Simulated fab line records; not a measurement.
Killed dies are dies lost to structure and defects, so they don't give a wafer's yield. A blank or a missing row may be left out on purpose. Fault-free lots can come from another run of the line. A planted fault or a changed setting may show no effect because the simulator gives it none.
Which tool did it?	flow n5 finfet	Sampling: 24 lots, 72 wafers, 4 of 1938 route steps

## WHAT THE GAUGES READ, wafer by wafer
N5_FIN_SAQP_CD_MEAS_31: target cd 8 nm. Usual: cd nm reads 8.08 nm (standard deviation 0.23).
lot	measured	on	cd nm (nm)	flag
L074	day 2 02:13	cd sem-01	8.02 8.08 7.95	
L075	day 2 07:13	cd sem-02	8.26 7.89 8.42	
L076	day 2 15:04	cd sem-01	7.89 8.45 8.13	
L077	day 2 21:58	cd sem-02	8.32 7.77 8.33	
L078	day 3 02:41	cd sem-01	8.29 7.95 8.62	
L079	day 3 07:41	cd sem-02	8.08 8.02 8.26	
L080	day 3 14:44	cd sem-03	7.95 8.08 8.15	
L081	day 3 20:29	cd sem-02	8.12 7.96 8.20	
L082	day 4 01:59	cd sem-03	8.15 7.55 7.78	
L083	day 4 09:46	cd sem-02	7.56 8.26 7.64	
L084	day 4 13:40	cd sem-03	7.84 8.02 7.87	
L085	day 4 22:23	cd sem-02	8.17 8.27 8.10	
L086	day 5 02:52	cd sem-01	8.55 7.83 7.80	
L087	day 5 07:55	cd sem-01	7.94 7.87 8.26	
L088	day 5 14:14	cd sem-01	8.02 7.87 8.20	
L089	day 5 19:53	cd sem-02	8.07 7.84 8.15	
L090	day 6 03:10	cd sem-03	7.78 8.38 7.94	
L091	day 6 08:55	cd sem-03	8.26 8.17 7.89	
L092	day 6 14:29	cd sem-01	8.19 8.41 8.65	
L093	day 6 19:32	cd sem-03	7.91 8.31 8.09	
L094	day 7 02:31	cd sem-03	8.19 8.07 7.66	
L095	day 7 08:17	cd sem-02	8.42 8.43 7.99	
L096	day 7 13:29	cd sem-01	8.49 8.04 8.19	
L097	day 7 21:01	cd sem-01	7.84 7.98 7.92	

## WHICH TOOL RAN EACH LOT (tool, then ch and the chambers of the sampled wafers, then the start)
lot	N5_ZERO_LAYER_ETCH_17	N5_FIN_SAQP_STRIP_55	N5_FIN_SAQP_MANDREL2_REMOVE_60
L074	rie diel-01 ch 0,3, day 1 13:02	rie diel-06 ch 0,1,2, day 1 22:43	rie si-02 ch 0,1,2, day 2 02:06
L075	rie diel-05 ch 0,2,3, day 1 18:44	rie diel-02 ch 0,1,2, day 2 04:02	rie si-02 ch 1,2,3, day 2 07:07
L076	rie diel-03 ch 0,2,3, day 2 00:43	rie diel-06 ch 0,1,2, day 2 10:27	rie si-03 ch 0,1,3, day 2 14:58
L077	rie diel-01 ch 0,1, day 2 06:43	rie diel-04 ch 1,2,3, day 2 16:37	rie si-01 ch 0,2,3, day 2 21:52
L078	rie diel-01 ch 0,1,2, day 2 12:43	rie diel-04 ch 1,2, day 2 22:43	rie si-03 ch 1,3, day 3 02:34
L079	rie diel-03 ch 0,1, day 2 18:52	rie diel-06 ch 0,1,3, day 3 04:28	rie si-01 ch 0,1,2, day 3 07:35
L080	rie diel-05 ch 0,1,2, day 3 01:17	rie diel-06 ch 1,2, day 3 10:41	rie si-03 ch 0,1,2, day 3 14:38
L081	rie diel-05 ch 1,3, day 3 07:10	rie diel-02 ch 1,2,3, day 3 17:00	rie si-01 ch 0,1,3, day 3 20:23
L082	rie diel-05 ch 0,1,2, day 3 12:43	rie diel-06 ch 0,2, day 3 22:35	rie si-03 ch 0,2,3, day 4 01:52
L083	rie diel-03 ch 0,1,2, day 3 18:52	rie diel-06 ch 1,2, day 4 06:27	rie si-02 ch 0,3, day 4 09:39
L084	rie diel-01 ch 0,3, day 4 00:46	rie diel-06 ch 1,2, day 4 10:28	rie si-03 ch 1,2,3, day 4 13:33
L085	rie diel-03 ch 1,2,3, day 4 06:51	rie diel-02 ch 1,2, day 4 16:31	rie si-03 ch 2,3, day 4 22:17
L086	rie diel-03 ch 1,3, day 4 12:50	rie diel-06 ch 1,2, day 4 23:20	rie si-02 ch 0,1, day 5 02:44
L087	rie diel-01 ch 0,1, day 4 18:44	rie diel-04 ch 0,1,3, day 5 04:16	rie si-01 ch 2,3, day 5 07:49
L088	rie diel-05 ch 2,3, day 5 00:52	rie diel-04 ch 1,3, day 5 10:34	rie si-01 ch 0,2,3, day 5 14:08
L089	rie diel-05 ch 0,2, day 5 06:45	rie diel-02 ch 2,3, day 5 16:37	rie si-02 ch 0,1,3, day 5 19:46
L090	rie diel-01 ch 1,3, day 5 12:43	rie diel-06 ch 0,1, day 5 21:44	rie si-02 ch 1,2,3, day 6 03:04
L091	rie diel-01 ch 0,1,3, day 5 18:43	rie diel-06 ch 0,1,2, day 6 05:07	rie si-02 ch 0,1,3, day 6 08:48
L092	rie diel-05 ch 1,2, day 6 01:07	rie diel-04 ch 1,2, day 6 11:08	rie si-01 ch 0,1, day 6 14:23
L093	rie diel-01 ch 0,3, day 6 06:51	rie diel-02 ch 0,3, day 6 16:14	rie si-01 ch 0,1,2, day 6 19:25
L094	rie diel-05 ch 0,2,3, day 6 12:50	rie diel-06 ch 1,2, day 6 22:45	rie si-02 ch 0,3, day 7 02:24
L095	rie diel-01 ch 1,2, day 6 18:43	rie diel-06 ch 0,1, day 7 04:40	rie si-02 ch 1,2, day 7 08:10
L096	rie diel-03 ch 0,1,3, day 7 00:43	rie diel-04 ch 1,2, day 7 09:43	rie si-01 ch 0,2,3, day 7 13:22
L097	rie diel-01 ch 0,1,2, day 7 06:55	rie diel-06 ch 0,1,2, day 7 17:07	rie si-03 ch 0,1, day 7 20:54
- N5_ZERO_LAYER_ETCH_17: etches SiO2 in CF4, target depth 12 nm, time 13.3 s.
- N5_FIN_SAQP_STRIP_55: strips in N2/H2.
- N5_FIN_SAQP_MANDREL2_REMOVE_60: chemistry HBr/Cl2/O2, target a-Si, stops on SiNx, bt time 10 s.

## WHAT THE TOOLS THEMSELVES READ (means of the sampled wafers that have a number; where no wafer has one, the mark that the record gives instead)
N5_ZERO_LAYER_ETCH_17. Usual: drypump motor current A 5.7 A, standard deviation 0.45; oes product au 0.80 a.u., standard deviation 0.11; rf vpp V 949 V, standard deviation 3.6; showerhead plenum p Torr 2.14 Torr, standard deviation 0.06; throttle valve pct 15.56 %, standard deviation 0.22.
lot	tool	drypump motor current A (A)	oes product au (a.u.)	rf vpp V (V)	showerhead plenum p Torr (Torr)	throttle valve pct (%)	flag
L074	rie diel-01	5.8	0.69	950	2.18	15.90	
L075	rie diel-05	5.3	0.80	948	2.13	15.63	
L076	rie diel-03	6.1	0.82	948	2.12	15.51	
L077	rie diel-01	5.5	0.68	947	2.11	15.78	
L078	rie diel-01	5.4	0.69	947	2.11	15.74	
L079	rie diel-03	6.2	0.89	951	2.15	15.52	
L080	rie diel-05	5.4	0.76	947	2.11	15.51	
L081	rie diel-05	5.9	0.68	952	2.21	15.68	
L082	rie diel-05	5.4	0.76	948	2.11	15.50	
L083	rie diel-03	6.2	0.84	950	2.15	15.51	
L084	rie diel-01	5.8	0.84	950	2.17	15.61	
L085	rie diel-03	6.3	0.86	952	2.19	15.45	
L086	rie diel-03	6.5	0.91	954	2.22	15.39	
L087	rie diel-01	5.4	0.85	945	2.11	15.41	
L088	rie diel-05	5.6	0.76	951	2.18	15.83	
L089	rie diel-05	5.1	0.77	944	2.06	15.53	
L090	rie diel-01	5.8	0.90	950	2.17	15.44	
L091	rie diel-01	5.6	0.93	948	2.14	15.34	
L092	rie diel-05	5.3	0.79	948	2.12	15.52	
L093	rie diel-01	5.9	0.92	949	2.17	15.45	
L094	rie diel-05	5.3	0.76	947	2.11	15.70	
L095	rie diel-01	5.4	0.91	946	2.10	15.23	
L096	rie diel-03	6.4	0.86	952	2.18	15.50	
L097	rie diel-01	5.4	0.92	946	2.10	15.25	

N5_FIN_SAQP_STRIP_55. Usual: drypump motor current A 5.9 A, standard deviation 0.52; oes product au 0.79 a.u., standard deviation 0.071; rf vpp V 122.0 V, standard deviation 1.5; showerhead plenum p Torr 3.37 Torr, standard deviation 0.11; throttle valve pct 19.0 %, standard deviation 0.4.
lot	tool	drypump motor current A (A)	oes product au (a.u.)	rf vpp V (V)	showerhead plenum p Torr (Torr)	throttle valve pct (%)	flag
L074	rie diel-06	5.7	0.82	122.1	3.36	19.1	
L075	rie diel-02	6.0	0.81	123.4	3.32	18.5	
L076	rie diel-06	5.7	0.82	120.1	3.36	19.2	
L077	rie diel-04	5.9	0.78	121.6	3.41	18.7	
L078	rie diel-04	5.9	0.80	121.9	3.49	18.9	
L079	rie diel-06	6.2	0.82	121.8	3.40	19.1	
L080	rie diel-06	5.2	0.80	123.3	3.34	19.4	
L081	rie diel-02	6.4	0.78	121.6	3.34	18.7	
L082	rie diel-06	5.4	0.78	121.4	3.38	19.5	
L083	rie diel-06	5.5	0.85	121.7	3.31	19.1	
L084	rie diel-06	5.5	0.84	122.0	3.31	19.1	
L085	rie diel-02	6.2	0.81	121.2	3.37	18.5	
L086	rie diel-06	5.2	0.79	122.3	3.33	19.4	
L087	rie diel-04	5.9	0.79	121.8	3.41	18.9	
L088	rie diel-04	5.9	0.71	122.6	3.28	18.6	
L089	rie diel-02	6.2	0.71	121.9	3.30	18.7	
L090	rie diel-06	6.2	0.79	122.1	3.36	19.0	
L091	rie diel-06	5.7	0.78	121.9	3.34	19.2	
L092	rie diel-04	5.9	0.81	122.6	3.51	19.0	
L093	rie diel-02	6.5	0.70	121.3	3.27	19.0	
L094	rie diel-06	5.5	0.80	122.8	3.30	19.2	
L095	rie diel-06	6.0	0.81	122.1	3.31	19.0	
L096	rie diel-04	5.9	0.76	122.3	3.47	19.0	
L097	rie diel-06	5.7	0.77	122.8	3.33	19.2	

N5_FIN_SAQP_MANDREL2_REMOVE_60. Usual: drypump motor current A 5.8 A, standard deviation 0.46; oes product au 1.000 a.u., standard deviation 0.019; throttle valve pct 36.7 %, standard deviation 0.32.
lot	tool	drypump motor current A (A)	oes product au (a.u.)	throttle valve pct (%)	flag
L074	rie si-02	5.9	1.010	36.5	
L075	rie si-02	6.1	1.010	36.4	
L076	rie si-03	5.4	0.981	37.0	
L077	rie si-01	5.9	1.013	36.8	
L078	rie si-03	5.1	0.992	37.0	
L079	rie si-01	5.9	1.012	36.9	
L080	rie si-03	5.5	0.976	36.9	
L081	rie si-01	5.8	1.009	37.0	
L082	rie si-03	5.6	0.974	36.7	
L083	rie si-02	6.3	1.010	36.7	
L084	rie si-03	5.3	0.981	36.8	
L085	rie si-03	5.5	0.969	36.5	
L086	rie si-02	6.0	1.007	36.7	
L087	rie si-01	5.5	1.014	36.9	
L088	rie si-01	5.9	1.018	36.8	
L089	rie si-02	6.2	1.014	36.6	
L090	rie si-02	6.2	1.009	36.4	
L091	rie si-02	6.2	1.014	36.6	
L092	rie si-01	5.9	1.007	37.1	
L093	rie si-01	5.8	1.009	36.9	
L094	rie si-02	6.3	1.007	36.7	
L095	rie si-02	5.9	1.001	36.3	
L096	rie si-01	5.9	1.000	36.7	
L097	rie si-03	5.6	0.969	37.1	

## THE ANSWER, worked out from the rows above alone
Rule: lot off if the mean of its wafers having a number is beyond 3 standard deviations from the usual mean. Also off: a lot with no number at a reading for which 4 or more lots have one. All remaining lots with rows at the step are treated as sound. First the gauges in route order, then the tools' own readings, where a lot's mean is used as printed above. The first step at which some lot is off is used, and at that step the reading that is off furthest; a lot without a number counts as furthest.
Across all readings shown, no lot is off: no conclusion can be drawn from this.

## WHAT THE SIMULATOR HAD INSERTED
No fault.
